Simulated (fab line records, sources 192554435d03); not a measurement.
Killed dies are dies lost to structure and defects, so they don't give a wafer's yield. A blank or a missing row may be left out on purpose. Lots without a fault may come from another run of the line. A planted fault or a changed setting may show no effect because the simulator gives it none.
fab line records | flow n5_finfet
record lots=5 wafers=15 last_day=18
route steps=1938 shown BEOL_M11@1581 BEOL_M12@1602
lots that met no fault: from a run of the same line without faults
start_h: hours from the record's first day to the start of the lot's first wafer shown | wait_h: hours since the lot's step before | " the same as in the row above | L1.1+2: a row that stands for several wafers | - no value, or no start given | * or withheld: withheld | < > ~ a bound
route shown NAME@n: a module of which the file shows steps, and the number in the route of the first | usual: mean/standard deviation of fault-free wafers | same: alike in all rows | chamber/n: place in a boat | sites: the reading at each site | _std_site: their standard deviation | _edge_site: outer sites' mean less inner sites' | radius_mm: how far each site lies from the wafer's centre | mask NAME#n: copy n | behind: the tool/chamber that last shaped the wafer | hold: why the lot was held/for how many hours/how that ended | device: the transistor (n, p or np) that didn't switch | end of line: the same wafers' tests at the end of the route | a step without rows: its recipe alone | killed: dies lost to structure and defects at the first sort, not the wafer's yield | map: a wafer's dies, x killed, . not, _ none there
set.NAME: the setting as run; set.NAME@STEP: as run at that earlier step | model.NAME: the simulator's own value behind a step, which no gauge read
lots at some steps of the route; a table a step, a row a wafer
services: from which hour (start_h, from the record's first day; less than 0 if before it) a tool's chamber was out of use, for how many hours, and why
## steps
# step N5_BEOL_M11_OCD_MEAS_38
# usual trench_depth_nm=148/3.2
# columns lot.wafer tool chamber start_h wait_h trench_depth_nm
L080.1 ocd-02 - 294.61 - 150
L080.2 " - " " 146
L080.4 " - " " 147
L085.2 ocd-01 - 335.34 - 144
L085.4 " - " " 147
L085.5 " - " " 146
L086.2 ocd-01 - 341.76 - 151
L086.4 " - " " 147
L086.6 " - " " 148
L089.2 ocd-01 - 344.32 - 150
L089.4 " - " " 152
L089.5 " - " " 151
L094.3 ocd-02 - 394.27 - 147
L094.4 " - " " 146
L094.6 " - " " 152
# step N5_BEOL_M11_HM_STRIP_39
# recipe chemistry=peroxide_tin_strip material=TiN target_depth_a=250 temp_c=50 time_s=158
# columns lot.wafer tool chamber start_h wait_h
L080.1+2+4 wet_bench-01 2,1,6 294.65 0.0
L085.2+4+5 wet_bench-04 4,0,1 335.38 0.0
L086.2+4+6 wet_bench-01 2,3,4 341.79 0.0
L089.2+4+5 wet_bench-04 1,0,6 344.35 0.0
L094.3+4+6 wet_bench-04 0,2,3 394.30 0.0
# step N5_BEOL_M11_SRD_40
# recipe time_s=30 temp_c=23 rinse_liquid=diw dry=ipa_marangoni
# columns lot.wafer tool chamber start_h wait_h
L080.1+2+4 wet_bench-01 2,1,6 294.69 0.0
L085.2+4+5 wet_bench-04 4,0,1 335.42 0.0
L086.2+4+6 wet_bench-01 2,3,4 341.84 0.0
L089.2+4+5 wet_bench-04 1,0,6 344.40 0.0
L094.3+4+6 wet_bench-04 0,2,3 394.35 0.0
# step N5_BEOL_M11_PRECLEAN_42
# recipe chemistry=residue_remover time_s=60 temp_c=40
# columns lot.wafer tool chamber start_h wait_h
L080.1+2+4 wet_bench-01 2,1,6 294.71 0.0
L085.2+4+5 wet_bench-04 4,0,1 335.44 0.0
L086.2+4+6 wet_bench-01 2,3,4 341.86 0.0
L089.2+4+5 wet_bench-04 1,0,6 344.41 0.0
L094.3+4+6 wet_bench-04 0,2,3 394.37 0.0
# step N5_BEOL_M11_SRD_43
# recipe time_s=30 temp_c=23 rinse_liquid=diw dry=ipa_marangoni
# columns lot.wafer tool chamber start_h wait_h
L080.1+2+4 wet_bench-01 2,1,6 294.73 0.0
L085.2+4+5 wet_bench-04 4,0,1 335.46 0.0
L086.2+4+6 wet_bench-01 2,3,4 341.87 0.0
L089.2+4+5 wet_bench-04 1,0,6 344.43 0.0
L094.3+4+6 wet_bench-04 0,2,3 394.38 0.0
# step N5_BEOL_M11_CD_MEAS_35
# recipe target_cd_nm=70 polarity=opening
# usual cd_nm=69.9/0.6
# columns lot.wafer tool chamber start_h wait_h cd_nm
L080.1 cd_sem-01 - 294.77 0.0 69.7
L080.2 " - " " 70.1
L080.4 " - " " 70.0
L085.2 cd_sem-01 - 335.50 0.0 69.6
L085.4 " - " " 70.0
L085.5 " - " " 70.4
L086.2 cd_sem-01 - 341.92 0.0 69.6
L086.4 " - " " 70.0
L086.6 " - " " 69.9
L089.2 cd_sem-02 - 344.47 0.0 69.4
L089.4 " - " " 70.7
L089.5 " - " " 70.8
L094.3 cd_sem-03 - 394.43 0.0 68.7
L094.4 " - " " 69.3
L094.6 " - " " 69.4
# step N5_BEOL_M11_CURE_72
# recipe temp_c=370 time_s=120 ambient=DMADMS/He material=SiCOH_lowk
# usual lamp_power_pct=52.31/0.056 wafer_temp_C_max=371.7/0.66
# columns lot.wafer tool chamber start_h wait_h lamp_power_pct wafer_temp_C_max
L080.1 uv_cure-02 2 294.81 0.0 52.31 371.5
L080.2 " 2 " " 52.27 371.1
L080.4 " 2 " " 52.29 371.5
L085.2 uv_cure-03 1 335.59 0.1 52.37 371.0
L085.4 " 1 " " 52.38 371.4
L085.5 " 1 " " 52.23 371.4
L086.2 uv_cure-03 0 342.01 0.1 52.32 371.8
L086.4 " 0 " " 52.28 371.2
L086.6 " 0 " " 52.36 371.6
L089.2 uv_cure-01 1 344.71 0.2 52.23 371.5
L089.4 " 1 " " 52.32 373.7
L089.5 " 1 " " 52.36 372.7
L094.3 uv_cure-01 0 394.79 0.4 52.29 372.5
L094.4 " 0 " " 52.26 372.2
L094.6 " 0 " " 52.40 372.1
# step N5_BEOL_M11_DEGAS_44
# recipe ambient=vacuum temp_c=250 time_s=60
# usual heater_power_w=344/36
# columns lot.wafer tool chamber start_h wait_h heater_power_w
L080.1 pvd_sputter-03 - 295.31 0.5 322
L080.2 " - " " 367
L080.4 " - " " 309
L085.2 pvd_sputter-03 - 336.12 0.5 354
L085.4 " - " " 307
L085.5 " - " " 347
L086.2 pvd_sputter-01 - 342.35 0.3 318
L086.4 " - " " 362
L086.6 " - " " 371
L089.2 pvd_sputter-03 - 345.75 0.8 349
L089.4 " - " " 317
L089.5 " - " " 320
L094.3 pvd_sputter-02 - 395.05 0.2 411
L094.4 " - " " 292
L094.6 " - " " 288
# step N5_BEOL_M11_PRE_CLEAN_45
# recipe gas=H2/He time_s=30 temp_c=250
# usual heater_power_w=343/36
# columns lot.wafer tool chamber start_h wait_h heater_power_w
L080.1 pvd_sputter-03 - 295.35 0.0 334
L080.2 " - " " 361
L080.4 " - " " 307
L085.2 pvd_sputter-03 - 336.16 0.0 352
L085.4 " - " " 308
L085.5 " - " " 359
L086.2 pvd_sputter-01 - 342.39 0.0 319
L086.4 " - " " 364
L086.6 " - " " 378
L089.2 pvd_sputter-03 - 345.79 0.0 349
L089.4 " - " " 307
L089.5 " - " " 305
L094.3 pvd_sputter-02 - 395.09 0.0 410
L094.4 " - " " 289
L094.6 " - " " 290
# step N5_BEOL_M11_ALD_74
# recipe material=TaN target_thk_a=20 temp_c=275 ald_precursor_family=PDMAT ald_co_reactant=NH3 pressure_torr=3 carrier_flow_sccm=1500 pulse_time_s=2 purge_time_s=3 co_reactant_purge_time_s=2 co_reactant_pulse_time_s=3 ald_cycles=40 precursor_vessel_temp_c=75 precursor_vessel_pressure_torr=26.25 precursor_vessel_carrier_sccm=1000
# usual heater_power_outer_w=221/22 heater_power_w=394/35
# same co_reactant_pulse_time_s=3
# columns lot.wafer tool chamber start_h wait_h heater_power_outer_w heater_power_w
L080.1 ald_metal-04 0 295.64 0.3 254 438
L080.2 " 2 " " 214 417
L080.4 " 1 " " 205 410
L085.2 ald_metal-01 0 336.25 0.1 199 382
L085.4 " 3 " " 241 404
L085.5 " 2 " " 239 428
L086.2 ald_metal-01 2 342.47 0.1 247 425
L086.4 " 2 " " 243 424
L086.6 " 3 " " 240 411
L089.2 ald_metal-01 0 345.85 0.0 205 372
L089.4 " 0 " " 202 386
L089.5 " 3 " " 237 397
L094.3 ald_metal-04 1 395.17 0.1 207 394
L094.4 " 1 " " 208 396
L094.6 " 2 " " 208 390
# step N5_BEOL_M11_SURFACE_TREAT_76
# recipe gas=Ar time_s=* ion_energy_ev=* ion_current_ma_cm2=0.5 pressure_mtorr=* ar_flow_sccm=30
# usual throttle_valve_pct=*
# columns lot.wafer tool chamber start_h wait_h throttle_valve_pct
L080.1 pvd_sputter-03 - 296.25 0.5 *
L080.2 " - " " *
L080.4 " - " " *
L085.2 pvd_sputter-02 - 337.79 1.4 *
L085.4 " - " " *
L085.5 " - " " *
L086.2 pvd_sputter-01 - 342.79 0.2 *
L086.4 " - " " *
L086.6 " - " " *
L089.2 pvd_sputter-03 - 346.19 0.2 *
L089.4 " - " " *
L089.5 " - " " *
L094.3 pvd_sputter-01 - 395.45 0.2 *
L094.4 " - " " *
L094.6 " - " " *
# step N5_BEOL_M11_CVD_75
# recipe material=Co target_thk_a=20 temp_c=withheld precursor=CCTBA/H2 pressure_torr=30 time_s=138.9
# columns lot.wafer tool chamber start_h wait_h
L080.1+2+4 cvd_co-02 1,0,0 296.54 0.3
L085.2+4+5 cvd_co-01 0,0,2 337.86 0.1
L086.2+4+6 cvd_co-01 0,2,0 342.95 0.1
L089.2+4+5 cvd_co-02 0,0,2 346.25 0.0
L094.3+4+6 cvd_co-02 2,0,2 395.63 0.2
# step N5_BEOL_M11_SPUTTER_48
# recipe material=Cu target_thk_a=120 temp_c=-20 bias_v=60 power_w=26000 chamber_pressure_pa=0.13 time_s=2
# usual cathode_dc_power_W=26000/4.7 throttle_valve_pct=30.1/0.91
# columns lot.wafer tool chamber start_h wait_h cathode_dc_power_W throttle_valve_pct
L080.1 pvd_sputter-03 - 296.73 0.1 26000 29.9
L080.2 " - " " 25991 28.5
L080.4 " - " " 25997 30.6
L085.2 pvd_sputter-02 - 338.11 0.2 25999 29.9
L085.4 " - " " 26001 31.2
L085.5 " - " " 25999 29.9
L086.2 pvd_sputter-03 - 343.15 0.2 26004 28.7
L086.4 " - " " 26003 30.8
L086.6 " - " " 25999 30.9
L089.2 pvd_sputter-03 - 346.45 0.2 26004 31.0
L089.4 " - " " 25998 30.4
L089.5 " - " " 25998 30.1
L094.3 pvd_sputter-01 - 395.85 0.2 26005 29.1
L094.4 " - " " 25999 30.2
L094.6 " - " " 25994 29.9
# step N5_BEOL_M11_ECD_50
# recipe material=Cu target_thk_a=3180
# columns lot.wafer tool chamber start_h wait_h
L080.1+2+4 ecd_cu-02 1,0,0 296.85 0.1
L085.2+4+5 ecd_cu-01 0,0,1 338.22 0.1
L086.2+4+6 ecd_cu-02 1,1,0 343.26 0.1
L089.2+4+5 ecd_cu-02 0,1,0 346.56 0.1
L094.3+4+6 ecd_cu-02 1,0,0 396.00 0.1
# step N5_BEOL_M11_ANNEAL_51
# recipe temp_c=225 time_s=90 ambient=N2
# usual anneal_temp_c_max=225.70/0.26 wafer_temp_C_max=226.20/0.29
# columns lot.wafer tool chamber start_h wait_h anneal_temp_c_max wafer_temp_C_max
L080.1 rtp_anneal-02 0 297.13 0.3 225.46 226.34
L080.2 " 0 " " 225.42 226.09
L080.4 " 0 " " 225.61 226.09
L085.2 rtp_anneal-01 0 338.38 0.1 225.70 226.25
L085.4 " 0 " " 225.93 225.98
L085.5 " 0 " " 226.08 225.92
L086.2 rtp_anneal-02 0 343.42 0.1 225.74 226.14
L086.4 " 0 " " 225.68 226.03
L086.6 " 0 " " 225.52 226.16
L089.2 rtp_anneal-01 0 346.72 0.1 225.76 226.33
L089.4 " 0 " " 225.96 226.39
L089.5 " 0 " " 225.84 226.07
L094.3 rtp_anneal-02 0 397.41 1.4 225.66 226.67
L094.4 " 0 " " 225.84 226.35
L094.6 " 0 " " 225.79 226.30
# step N5_BEOL_M11_CMP_52
# recipe stop_on=SiCOH_lowk t_overpolish_s=7 down_force_psi=1 platen_rpm=50 clearing_platen_down_force_psi=1.5 clearing_platen_rpm=50 post_cmp_clean=cu_alkaline target_thk_nm=140 clearing_platen_pad_velocity_m_s=0.99484 pad_velocity_m_s=0.99484
# usual barrier_field_endpoint_s=28.9/0.66 motor_current_A=6.0/0.59 overpolish_run_s=7.000/0.0095 time_to_endpoint_s=65.8/3
# columns lot.wafer tool chamber start_h wait_h barrier_field_endpoint_s motor_current_A overpolish_run_s time_to_endpoint_s
L080.2 cmp-02 0 297.43 0.2 29.0 5.3 7.001 67.3
L080.1 " 1 " " 28.1 5.4 6.994 64.7
L080.4 " 2 " " 29.7 6.0 7.001 67.1
L085.4 cmp-04 3 338.63 0.1 29.0 6.7 7.021 66.2
L085.2 " 0 " " 29.8 5.9 7.006 71.6
L085.5 " 3 " " 29.3 6.4 6.981 67.1
L086.4 cmp-03 2 343.77 0.2 30.2 6.1 6.997 70.5
L086.2 " 3 " " 28.5 6.4 7.012 66.7
L086.6 " 1 " " 29.5 5.1 6.990 68.4
L089.4 cmp-03 1 346.97 0.1 29.8 5.0 7.005 70.0
L089.2 " 3 " " 29.0 6.3 7.019 65.2
L089.5 " 1 " " 29.7 5.1 7.004 69.9
L094.3 cmp-02 3 397.87 0.4 29.1 6.3 7.000 66.6
L094.4 " 0 " " 29.8 5.4 6.984 68.5
L094.6 " 1 " " 29.6 5.4 6.998 66.6
# step N5_BEOL_M11_THK_MEAS_53
# recipe thk_meas_gauge=xrf reads=Cu_of_BEOL_M11_ECD_50
# usual M11_THK=138/3.5
# columns lot.wafer tool chamber start_h wait_h M11_THK[nm]
L080.1 film_metro-02 - 297.72 - 140
L080.2 " - " " 135
L080.4 " - " " 136
L085.2 film_metro-01 - 338.93 - 136
L085.4 " - " " 141
L085.5 " - " " 137
L086.2 film_metro-02 - 343.99 - 140
L086.4 " - " " 139
L086.6 " - " " 137
L089.2 film_metro-01 - 347.26 - 139
L089.4 " - " " 143
L089.5 " - " " 141
L094.3 film_metro-02 - 398.09 - 135
L094.4 " - " " 134
L094.6 " - " " 139
# step N5_BEOL_M11_PRE_CLEAN_55
# recipe gas=NH3 time_s=15 temp_c=withheld rf_power_w=300
# columns lot.wafer tool chamber start_h wait_h
L080.1+2+4 pecvd-02 2,1,1 297.76 0.0
L085.2+4+5 pecvd-02 0,0,1 338.96 0.0
L086.2+4+6 pecvd-03 1,2,0 344.03 0.0
L089.2+4+5 pecvd-02 1,0,1 347.30 0.0
L094.3+4+6 pecvd-04 1,0,1 398.14 0.0
# step N5_BEOL_M11_DEP_56
# recipe material=SiCN target_thk_a=300 temp_c=withheld precursor=3MS/NH3 pressure_torr=3 rf_w=675 time_s=10.5
# usual showerhead_plenum_p_Torr=4.163/0.021 throttle_valve_pct=18.5/0.88
# columns lot.wafer tool chamber start_h wait_h showerhead_plenum_p_Torr throttle_valve_pct
L080.1 pecvd-02 2 297.79 0.0 4.156 17.4
L080.2 " 1 " " 4.151 17.6
L080.4 " 1 " " 4.158 17.6
L085.2 pecvd-02 0 338.99 0.0 4.138 18.9
L085.4 " 0 " " 4.161 18.9
L085.5 " 1 " " 4.152 18.1
L086.2 pecvd-03 1 344.05 0.0 4.167 20.1
L086.4 " 2 " " 4.174 18.0
L086.6 " 0 " " 4.162 18.6
L089.2 pecvd-02 1 347.33 0.0 4.153 18.0
L089.4 " 0 " " 4.162 18.8
L089.5 " 1 " " 4.160 17.8
L094.3 pecvd-04 1 398.18 0.0 4.196 18.5
L094.4 " 0 " " 4.186 19.3
L094.6 " 1 " " 4.189 18.6
# step N5_BEOL_M11_RS_MEAS_57
# recipe thk_meas_gauge=four-point-probe reads=Cu_of_BEOL_M11_ECD_50+Co_of_BEOL_M11_CVD_75+TaN_of_BEOL_M11_ALD_74
# usual M11_RS=0.152/0.0041
# columns lot.wafer tool chamber start_h wait_h M11_RS[ohm/sq]
L080.1 film_metro-02 - 297.85 0.0 0.150
L080.2 " - " " 0.155
L080.4 " - " " 0.153
L085.2 film_metro-01 - 339.05 0.0 0.156
L085.4 " - " " 0.152
L085.5 " - " " 0.155
L086.2 film_metro-01 - 344.11 0.0 0.150
L086.4 " - " " 0.152
L086.6 " - " " 0.154
L089.2 film_metro-01 - 347.39 0.0 0.152
L089.4 " - " " 0.148
L089.5 " - " " 0.149
L094.3 film_metro-02 - 398.24 0.0 0.154
L094.4 " - " " 0.155
L094.6 " - " " 0.147
# step N5_BEOL_M11_INSPECT_58
# recipe inspect_instrument=darkfield mode=post_dep
# usual raw_defect_count=76/25
# columns lot.wafer tool chamber start_h wait_h raw_defect_count
L080.1 defect_inspect-02 - 297.88 0.0 73
L080.2 " - " " 112
L080.4 " - " " 76
L085.2 defect_inspect-02 - 339.08 0.0 104
L085.4 " - " " 62
L085.5 " - " " 67
L086.2 defect_inspect-02 - 344.14 0.0 67
L086.4 " - " " 139
L086.6 " - " " 103
L089.2 defect_inspect-01 - 347.42 0.0 53
L089.4 " - " " 56
L089.5 " - " " 54
L094.3 defect_inspect-02 - 398.27 0.0 79
L094.4 " - " " 69
L094.6 " - " " 90
# step N5_BEOL_M12_ILD_DEP_00
# recipe material=SiOC target_thk_a=6589.2 temp_c=350 precursor=DEMS/O2 pressure_torr=5 rf_w=500 time_s=130.7
# usual heater_power_outer_w=258/39 heater_power_w=466/55 showerhead_plenum_p_Torr=5.694/0.016 throttle_valve_pct=12.4/0.49
# columns lot.wafer tool chamber start_h wait_h heater_power_outer_w heater_power_w showerhead_plenum_p_Torr throttle_valve_pct
L080.1 pecvd-04 2 297.91 0.0 283 547 5.686 11.6
L080.2 " 1 " " 299 480 5.725 12.4
L080.4 " 1 " " 229 384 5.728 12.5
L085.2 pecvd-03 1 339.11 0.0 294 510 5.700 13.1
L085.4 " 0 " " 255 492 5.693 12.3
L085.5 " 2 " " 245 435 5.708 11.7
L086.2 pecvd-01 0 344.18 0.0 283 476 5.693 13.0
L086.4 " 2 " " 285 452 5.659 11.9
L086.6 " 0 " " 296 492 5.699 12.9
L089.2 pecvd-01 2 347.45 0.0 260 406 5.660 12.0
L089.4 " 0 " " 232 394 5.686 12.8
L089.5 " 2 " " 274 445 5.693 12.2
L094.3 pecvd-03 2 398.30 0.0 207 380 5.710 11.8
L094.4 " 1 " " 298 497 5.705 13.0
L094.6 " 2 " " 226 389 5.701 11.8
# step N5_BEOL_M12_THK_MEAS_01
# recipe reads=SiOC_of_BEOL_M12_ILD_DEP_00
# usual M12_ILD_THK=660/7.5
# columns lot.wafer tool chamber start_h wait_h M12_ILD_THK[nm]
L080.1 film_metro-02 - 298.04 0.1 648
L080.2 " - " " 658
L080.4 " - " " 667
L085.2 film_metro-01 - 339.24 0.1 651
L085.4 " - " " 661
L085.5 " - " " 666
L086.2 film_metro-02 - 344.31 0.1 656
L086.4 " - " " 671
L086.6 " - " " 662
L089.2 film_metro-01 - 347.58 0.1 658
L089.4 " - " " 670
L089.5 " - " " 673
L094.3 film_metro-02 - 398.43 0.1 659
L094.4 " - " " 661
L094.6 " - " " 662
# step N5_BEOL_M12_COAT_58
# recipe resist=BARC temp_c=205 time_s=60 spin_rpm=1500 resist_thk_nm=89
# columns lot.wafer tool chamber start_h wait_h
L080.1+2+4 litho_track-03 0 298.08 0.0
L085.2+4+5 litho_track-05 0 339.28 0.0
L086.2+4+6 litho_track-03 0 344.34 0.0
L089.2+4+5 litho_track-03 0 347.62 0.0
L094.3+4+6 litho_track-04 0 398.47 0.0
# step N5_BEOL_M12_COAT_04
# recipe spin_rpm=1625 resist_thk_nm=400
# columns lot.wafer tool chamber start_h wait_h
L080.1+2+4 litho_track-03 0 - -
L085.2+4+5 litho_track-05 0 - -
L086.2+4+6 litho_track-03 0 - -
L089.2+4+5 litho_track-03 0 - -
L094.3+4+6 litho_track-04 0 - -
# step N5_BEOL_M12_EBR_06
# recipe solvent=PGMEA ebr_width_mm=1.5
# columns lot.wafer tool chamber start_h wait_h
L080.1+2+4 litho_track-03 0 - -
L085.2+4+5 litho_track-05 0 - -
L086.2+4+6 litho_track-03 0 - -
L089.2+4+5 litho_track-03 0 - -
L094.3+4+6 litho_track-04 0 - -
# step N5_BEOL_M12_SOFTBAKE_05
# recipe temp_c=130 time_s=60
# columns lot.wafer tool chamber start_h wait_h
L080.1+2+4 litho_track-03 0 - -
L085.2+4+5 litho_track-05 0 - -
L086.2+4+6 litho_track-03 0 - -
L089.2+4+5 litho_track-03 0 - -
L094.3+4+6 litho_track-04 0 - -
# step N5_BEOL_M12_EXPOSE_07
# recipe mask_id=V11 na=0.93 source_shape=conventional sigma_outer=0.6 polarization=unpolarized attpsm_phase_deg=180 dose_mj=32.5
# columns lot.wafer tool chamber start_h wait_h mask
L080.1+2+4 krf_scanner-01 0 298.30 - V11#0
L085.2+4+5 krf_scanner-01 0 339.51 - V11#0
L086.2+4+6 krf_scanner-02 0 344.57 - V11#0
L089.2+4+5 krf_scanner-02 0 347.72 - V11#0
L094.3+4+6 krf_scanner-02 0 398.70 - V11#0
# step N5_BEOL_M12_PEB_08
# recipe peb_temp_c=130 peb_time_s=90
# columns lot.wafer tool chamber start_h wait_h
L080.1+2+4 litho_track-03 0 298.36 0.1
L085.2+4+5 litho_track-05 0 339.56 0.0
L086.2+4+6 litho_track-03 0 344.62 0.0
L089.2+4+5 litho_track-04 0 347.77 0.0
L094.3+4+6 litho_track-03 0 398.75 0.0
# step N5_BEOL_M12_DEVELOP_09
# recipe develop_time_s=45 rinse_liquid=diw dry=air_spin dev_temp_c=21
# columns lot.wafer tool chamber start_h wait_h
L080.1+2+4 litho_track-03 0 - -
L085.2+4+5 litho_track-05 0 - -
L086.2+4+6 litho_track-03 0 - -
L089.2+4+5 litho_track-04 0 - -
L094.3+4+6 litho_track-03 0 - -
# step N5_BEOL_M12_HARDBAKE_14
# recipe temp_c=130 time_s=120
# columns lot.wafer tool chamber start_h wait_h
L080.1+2+4 litho_track-03 0 - -
L085.2+4+5 litho_track-05 0 - -
L086.2+4+6 litho_track-03 0 - -
L089.2+4+5 litho_track-04 0 - -
L094.3+4+6 litho_track-03 0 - -
# step N5_BEOL_M12_CD_MEAS_10
# recipe target_cd_nm=140 landing_energy_ev=500 detector=se_inlens polarity=opening
# usual cd_nm=139.6/1.5
# columns lot.wafer tool chamber start_h wait_h cd_nm
L080.1 cd_sem-01 0 298.47 - 142.0
L080.2 " 0 " " 140.2
L080.4 " 0 " " 141.2
L085.2 cd_sem-02 0 339.67 - 138.9
L085.4 " 0 " " 135.5
L085.5 " 0 " " 138.7
L086.2 cd_sem-03 0 344.74 - 139.8
L086.4 " 0 " " 137.3
L086.6 " 0 " " 140.0
L089.2 cd_sem-02 0 347.89 - 137.8
L089.4 " 0 " " 139.5
L089.5 " 0 " " 139.6
L094.3 cd_sem-02 0 398.86 - 139.8
L094.4 " 0 " " 139.1
L094.6 " 0 " " 140.5
# step N5_BEOL_M12_OVL_MEAS_11
# recipe points_per_wafer=44
# usual V11_OVL=0/5.7
# columns lot.wafer tool chamber start_h wait_h V11_OVL[nm]
L080.1 overlay-01 0 298.50 0.0 -2
L080.2 " 0 " " -4
L080.4 " 0 " " -10
L085.2 overlay-01 0 339.70 0.0 -6
L085.4 " 0 " " -2
L085.5 " 0 " " -3
L086.2 overlay-02 0 344.78 0.0 8
L086.4 " 0 " " 8
L086.6 " 0 " " 3
L089.2 overlay-02 0 347.92 0.0 0
L089.4 " 0 " " 1
L089.5 " 0 " " 3
L094.3 overlay-02 0 398.89 0.0 -4
L094.4 " 0 " " 1
L094.6 " 0 " " 1
# step N5_BEOL_M12_INSPECT_12
# recipe mode=adi inspect_instrument=macro
# usual raw_defect_count=2.0/1.4
# columns lot.wafer tool chamber start_h wait_h raw_defect_count
L080.1 defect_inspect-02 - 298.53 0.0 2
L080.2 " - " " 1
L080.4 " - " " 4
L085.2 defect_inspect-01 - 339.91 0.2 1
L085.4 " - " " 3
L085.5 " - " " 3
L086.2 defect_inspect-02 - 344.81 0.0 1
L086.4 " - " " 1
L086.6 " - " " 1
L089.2 defect_inspect-01 - 347.94 0.0 2
L089.4 " - " " 3
L089.5 " - " " 3
L094.3 defect_inspect-02 - 398.92 0.0 3
L094.4 " - " " 4
L094.6 " - " " 3
# step N5_BEOL_M12_DESCUM_15
# recipe chemistry=O2 time_s=7.9 source_power_w=50 bias_power_w=20 pressure_mtorr=20 rf_frequency_hz=2.712e+07 temp_c=40 o2_flow_sccm=225
# usual drypump_motor_current_A=5.7/0.42 oes_product_au=0.81/0.087 rf_vpp_V=243.3/1 showerhead_plenum_p_Torr=2.10/0.044 throttle_valve_pct=20.40/0.22
# columns lot.wafer tool chamber start_h wait_h drypump_motor_current_A oes_product_au rf_hours_counter_h rf_vpp_V showerhead_plenum_p_Torr throttle_valve_pct
L080.1 rie_diel-06 1 298.56 0.0 5.8 0.80 76 244.5 2.10 20.04
L080.2 " 3 " " 5.8 0.69 215 242.4 2.08 20.67
L080.4 " 0 " " 5.8 0.84 73 244.7 2.11 20.43
L085.2 rie_diel-02 2 339.96 0.0 5.8 0.79 106 243.6 2.11 20.47
L085.4 " 1 " " 5.0 0.92 14 242.7 2.06 20.22
L085.5 " 2 " " 5.8 0.78 - 242.3 2.11 20.47
L086.2 rie_diel-06 3 344.87 0.1 5.8 0.68 235 241.3 2.08 20.68
L086.4 " 3 " " 5.8 0.68 - 243.8 2.08 20.70
L086.6 " 1 " " 5.8 0.77 - 243.9 2.09 20.08
L089.2 rie_diel-02 0 348.29 0.3 5.2 0.87 33 243.2 2.14 20.45
L089.4 " 1 " " 5.0 0.91 18 242.2 2.05 20.21
L089.5 " 0 " " 5.2 0.86 - 243.8 2.14 20.43
L094.3 rie_diel-05 0 398.95 0.0 6.2 0.66 250 242.3 2.08 20.91
L094.4 " 1 " " 5.4 0.69 250 243.1 2.05 20.74
L094.6 " 2 " " 5.5 0.87 - 242.4 2.06 20.19
# step N5_BEOL_M12_ETCH_59
# recipe chemistry=N2/H2 target=BARC target_depth_a=890 overetch_a=267 time_s=67.9 ion_energy_ev=200 pressure_mtorr=30 source_w=840 bias_w=150 n2_flow_sccm=200 h2_flow_sccm=200
# usual drypump_motor_current_A=5.7/0.42 h2_flow_sccm=200.0/0.67 oes_product_au=0.69/0.07 rf_vpp_V=524.3/1.7 showerhead_plenum_p_Torr=2.55/0.054 throttle_valve_pct=17.84/0.2
# columns lot.wafer tool chamber start_h wait_h drypump_motor_current_A h2_flow_sccm oes_product_au rf_hours_counter_h rf_vpp_V showerhead_plenum_p_Torr throttle_valve_pct
L080.1 rie_diel-06 1 298.60 0.0 5.7 199.5 0.69 76 522.8 2.60 17.82
L080.2 " 3 " " 5.8 199.9 0.60 216 523.0 2.49 17.88
L080.4 " 0 " " 5.8 199.7 0.72 73 523.0 2.56 17.93
L085.2 rie_diel-02 2 339.99 0.0 5.8 199.8 0.67 106 524.4 2.55 17.91
L085.4 " 1 " " 5.0 200.0 0.79 14 520.7 2.48 17.57
L085.5 " 2 " " 5.8 200.7 0.67 - 524.8 2.55 17.92
L086.2 rie_diel-06 3 344.90 0.0 5.8 200.4 0.60 235 523.1 2.49 17.92
L086.4 " 3 " " 5.8 200.4 0.59 - 522.9 2.49 17.92
L086.6 " 1 " " 5.8 199.2 0.67 - 523.7 2.59 17.86
L089.2 rie_diel-02 0 348.32 0.0 5.2 200.2 0.73 33 524.4 2.58 17.76
L089.4 " 1 " " 5.0 200.2 0.77 18 521.5 2.48 17.58
L089.5 " 0 " " 5.2 200.1 0.74 - 525.9 2.58 17.78
L094.3 rie_diel-05 0 398.98 0.0 6.2 199.8 0.57 250 520.7 2.49 18.18
L094.4 " 1 " " 5.4 199.8 0.59 250 522.8 2.50 18.23
L094.6 " 2 " " 5.5 200.5 0.75 - 523.1 2.49 17.56
# step N5_BEOL_M12_VIA_ETCH_16
# recipe chemistry=C4F8/O2/Ar target=SiOC pressure_mtorr=30 source_w=3000 bias_w=700 Ar_flow_sccm=400 C4F8_flow_sccm=15 O2_flow_sccm=8 he_inner_torr=15 he_outer_torr=30 target_depth_a=7248 time_s=withheld ion_energy_ev=250 ends=cleared
# usual drypump_motor_current_A=5.7/0.42 oes_product_au=0.73/0.078 rf_vpp_V=665.9/2 showerhead_plenum_p_Torr=3.42/0.062 throttle_valve_pct=24.14/0.13
# columns lot.wafer tool chamber start_h wait_h drypump_motor_current_A oes_product_au rf_vpp_V showerhead_plenum_p_Torr throttle_valve_pct
L080.1 rie_diel-06 1 298.65 0.0 5.7 0.72 665.5 3.46 24.02
L080.2 " 3 " " 5.8 0.63 662.9 3.37 24.23
L080.4 " 0 " " 5.8 0.75 665.5 3.43 24.15
L085.2 rie_diel-02 2 340.04 0.0 5.8 0.70 666.3 3.42 24.16
L085.4 " 1 " " 5.0 0.83 664.0 3.37 24.04
L085.5 " 2 " " 5.8 0.71 666.2 3.42 24.17
L086.2 rie_diel-06 3 344.96 0.0 5.8 0.63 664.7 3.36 24.25
L086.4 " 3 " " 5.8 0.62 664.7 3.36 24.24
L086.6 " 1 " " 5.7 0.71 666.7 3.45 24.03
L089.2 rie_diel-02 0 348.37 0.0 5.2 0.79 668.7 3.46 24.13
L089.4 " 1 " " 5.0 0.82 663.9 3.37 24.04
L089.5 " 0 " " 5.2 0.77 666.5 3.46 24.12
L094.3 rie_diel-05 0 399.04 0.0 6.3 0.59 663.0 3.36 24.47
L094.4 " 1 " " 5.4 0.61 664.9 3.34 24.40
L094.6 " 2 " " 5.5 0.79 663.0 3.36 23.96
## services
# columns tool chamber start_h hours kind
krf_scanner-01 - 271.73 1.7 repair
rie_diel-02 2 274.60 2.7 repair
ecd_cu-02 - 275.36 2.4 repair
krf_scanner-02 - 276.57 0.8 pm
krf_scanner-02 - 277.61 3.6 pm
ecd_cu-02 - 292.19 3.8 repair
pecvd-04 2 301.00 2.5 repair
krf_scanner-02 - 303.59 4.0 pm
ald_metal-01 1 314.91 2.5 repair
rie_diel-06 2 318.16 10.9 repair
krf_scanner-02 - 319.79 0.5 repair
ald_metal-01 1 327.97 27.9 repair
krf_scanner-02 - 330.59 1.0 pm
pecvd-02 - 337.78 0.8 pm
krf_scanner-02 - 345.29 1.3 pm
rie_diel-02 0 359.18 8.3 repair
pecvd-03 - 366.60 2.4 repair
rie_diel-06 - 369.08 2.8 pm
cvd_co-02 - 383.44 2.8 pm
ald_metal-01 0 384.30 12.8 repair
pecvd-03 0 385.04 4.2 repair
rie_diel-02 0 396.89 2.6 repair
pecvd-04 2 398.05 4.6 repair
pvd_sputter-02 - 398.94 1.0 repair
## key
fault none
